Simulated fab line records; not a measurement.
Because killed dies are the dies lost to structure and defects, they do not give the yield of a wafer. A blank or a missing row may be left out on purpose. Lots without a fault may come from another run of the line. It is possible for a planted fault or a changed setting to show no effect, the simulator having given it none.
A lot that was struck, set against a sound lot || flow nandHarc || 15 out of 1159 route steps
Sound: the wafers L866.1, L866.3, L866.4. Struck: wafers L875.1, L875.5, L875.6. The cause is given at the end.
Order at every step that has rows: each side's tool, ch and its chambers, its first start. Under that, the readings that differ: sound wafers || struck wafers || difference of the means || sigmas: that difference in standard deviations of wafers without a fault.
alike: same words and numbers on both sides, and readings whose means sit less than 2 such deviations apart. not compared: any withheld reading, any reading some wafer has no value for, any bound like >300 that may hide the same value, and any number with overlapping values for which the record gives no deviation.
A row with sigmas, a row that says differs or no value, or rows on one side alone: a step with any of these is where the two part. Numbers that have no deviation but don't overlap get no sigmas and don't part them. A reading missing from all wafers of one side parts the sides only when that side holds two or more wafers.

first, 3 steps without rows for these wafers: NHARC_A_CONTACT_EXPOSE_66 (exposes mask A CC 2); NHARC_A_CONTACT_PEB_67 (peb time 65 s); NHARC_A_CONTACT_DEVELOP_68 (develop time 35 s).
NHARC_A_CONTACT_CD_MEAS_69: target cd 200 nm.
  sound on cdSem-02 ch 0, day 17 13:53; struck on cdSem-01 ch 0, day 20 03:44
  alike: cdNm
NHARC_A_CONTACT_OVL_MEAS_70:
  sound: overlay-01 at day 17 13:59; struck: overlay-01 at day 20 03:49
  alike: overlayXNm, overlayYNm
NHARC_A_CONTACT_INSPECT_71:
  sound: defectInspect-02 at day 17 14:01; struck: defectInspect-01 at day 20 03:52
  alike: rawDefectCount
NHARC_A_CONTACT_DESCUM_74: chemistry O2, time 3 s.
  sound on rieDiel-05 ch 0,1,2, day 17 14:05; struck on rieDiel-05 ch 0,1,2, day 20 03:56
  alike: drypumpMotorCurrentA, oesProductAu, rfVppV, showerheadPlenumPTorr, throttleValvePct
  not compared: rfHoursCounterH
NHARC_A_CONTACT_ETCH_75: etches the open film in CF4, target depth 39 nm, time 65 s.
  sound on rieDiel-05 ch 0,1,2, day 17 14:11; struck on rieDiel-05 ch 0,1, day 20 04:01
  alike: biasW, cf4FlowSccm, drypumpMotorCurrentA, oesProductAu, rfVppV, showerheadPlenumPTorr, throttleValvePct
  not compared: rfHoursCounterH
NHARC_A_CONTACT_ETCH_76: etches the open film in N2/H2, target depth 260 nm, time 475.3 s.
  sound on rieDiel-05 ch 0,1,3; struck on rieDiel-05 ch 0,1,3
  alike: biasW, chamberPressureMTorr, drypumpMotorCurrentA, oesProductAu, rfVppV, showerheadPlenumPTorr, throttleValvePct
  not compared: rfHoursCounterH
then, 1 step without rows for these wafers: NHARC_A_CONTACT_ETCH_77 (etches the open film in CF4/CHF3, target depth 72.6 nm, time 36.3 s).
NHARC_A_CONTACT_ETCH_78: etches the open film in O2/COS, target depth 2800 nm, time 728 s.
  sound on rieDiel-05 ch 0,1,2; struck on rieDiel-05 ch 0,3
  alike: biasW, chamberPressureMTorr, cosFlowSccm, drypumpMotorCurrentA, oesProductAu, rfVppV, showerheadPlenumPTorr, throttleValvePct
  not compared: rfHoursCounterH
NHARC_A_CONTACT_ETCH_124: etches the open film in C4F8/O2/Ar, time 140 s, target depth 700 nm.
  sound on harCapEtch-03 ch 0,1, day 17 15:16; struck on harCapEtch-02 ch 0,1, day 20 05:04
  alike: chamberPressureMTorr, oesAirLineAu
  not compared: rfHoursCounterH
NHARC_A_CONTACT_ETCH_125: etches the open film in C4F8/O2/Ar, time 155 s, target depth 956 nm.
  sound on harCapEtch-03 ch 0,1, day 17 15:31; struck on harCapEtch-02 ch 0,1, day 20 05:16
  no value came back on the struck wafers for chamberPressureMTorr (mTorr), oesAirLineAu (a.u.); on the sound wafers chamberPressureMTorr (mTorr) reads 20.012 20.022 19.999
  not compared: rfHoursCounterH
then, 1 step without rows for these wafers: NHARC_A_CONTACT_ETCH_126 (etches the open film in C4F8/O2/Ar, time 155 s, target depth 956 nm).
-- jump in the record: it breaks off in module A_CONTACT and resumes in module END (first step shown: number 1159 of the route), and 2 days separate the struck wafers' starts before and after --
NHARC_END_SORT_01:
  the record has rows for the struck wafers here (prober-01 ch 0, day 22 13:35) and none for the sound ones

== WHERE THEY PART ==
At NHARC_A_CONTACT_ETCH_125 first; at NHARC_END_SORT_01 last (within this record only).

WHY: what the simulator had put in
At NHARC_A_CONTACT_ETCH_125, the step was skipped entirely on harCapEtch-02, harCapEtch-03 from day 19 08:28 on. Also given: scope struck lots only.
